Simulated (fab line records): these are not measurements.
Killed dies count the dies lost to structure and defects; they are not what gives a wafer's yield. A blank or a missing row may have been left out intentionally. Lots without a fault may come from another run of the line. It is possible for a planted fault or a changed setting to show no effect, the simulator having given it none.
Matching of chambers :: flow nandHarc :: pecvd-04 running NHARC_P_M1_DEP_33: 3 sister chambers
The step deposits SiCN, target thk 30 nm. 20 wafers are shown with their chamber, then 10 later ones without.

EACH WAFER AND ITS CHAMBER
wafer: L077.1
chamber: 2
heaterPowerW (W): 614

wafer: L077.3
chamber: 1
heaterPowerW (W): 519

wafer: L077.6
chamber: 2
heaterPowerW (W): 601

wafer: L080.3
chamber: 2
heaterPowerW (W): 531

wafer: L080.4
chamber: 0
heaterPowerW (W): 561

wafer: L080.5
chamber: 1
heaterPowerW (W): 568

wafer: L080.1
chamber: 0
heaterPowerW (W): 560

wafer: L080.2
chamber: 1
heaterPowerW (W): 566

wafer: L080.6
chamber: 2
heaterPowerW (W): 529

wafer: L082.2
chamber: 2
heaterPowerW (W): 620

wafer: L082.5
chamber: 2
heaterPowerW (W): 603

wafer: L082.6
chamber: 1
heaterPowerW (W): 538

wafer: L084.4
chamber: 0
heaterPowerW (W): 600

wafer: L084.5
chamber: 1
heaterPowerW (W): 561

wafer: L084.6
chamber: 2
heaterPowerW (W): 559

wafer: L086.1
chamber: 0
heaterPowerW (W): 557

wafer: L086.2
chamber: 2
heaterPowerW (W): 622

wafer: L086.6
chamber: 1
heaterPowerW (W): 535

wafer: L087.1
chamber: 0
heaterPowerW (W): 646

wafer: L087.2
chamber: 2
heaterPowerW (W): 602

SIGNATURES (means of the wafers above)
reading: heaterPowerW
chamber 0: 584.80
chamber 1: 547.83
chamber 2: 586.78
scatter within a chamber: 33.4
Rule: distance of a wafer from a chamber = root of the sum over the readings of ((wafer's reading minus chamber's mean) / reading's scatter) squared. The wafer belongs to the nearest chamber; if the next one is less than 2 further off, it can't be placed. The scatter is the square root of a quotient: the sum, over the shown wafers, of each reading's squared deviation from its chamber's mean, divided by wafers minus chambers.

WAFERS WITH NO CHAMBER GIVEN
wafer: L087.3
heaterPowerW (W): 551

wafer: L090.1
heaterPowerW (W): 523

wafer: L090.5
heaterPowerW (W): 462

wafer: L090.6
heaterPowerW (W): 489

wafer: L093.1
heaterPowerW (W): 494

wafer: L093.3
heaterPowerW (W): 498

wafer: L093.4
heaterPowerW (W): 489

wafer: L096.1
heaterPowerW (W): 482

wafer: L096.4
heaterPowerW (W): 607

wafer: L096.5
heaterPowerW (W): 621

CHAMBER TAKEN BY EACH
wafer: L087.3
from the rows above: can't be placed: 1 or 0 or 2
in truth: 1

wafer: L090.1
from the rows above: can't be placed: 1 or 0 or 2
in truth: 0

wafer: L090.5
from the rows above: can't be placed: 1 or 0 or 2
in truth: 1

wafer: L090.6
from the rows above: can't be placed: 1 or 0 or 2
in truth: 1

wafer: L093.1
from the rows above: can't be placed: 1 or 0 or 2
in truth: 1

wafer: L093.3
from the rows above: can't be placed: 1 or 0 or 2
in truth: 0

wafer: L093.4
from the rows above: can't be placed: 1 or 0 or 2
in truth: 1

wafer: L096.1
from the rows above: can't be placed: 1 or 0 or 2
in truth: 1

wafer: L096.4
from the rows above: can't be placed: 2 or 0 or 1
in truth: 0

wafer: L096.5
from the rows above: can't be placed: 2 or 0 or 1
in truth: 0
Correct placement for 0 of the 10. Can't be placed from these rows: 10 (the true chamber is among the candidates in 10). Placed wrongly: 0.
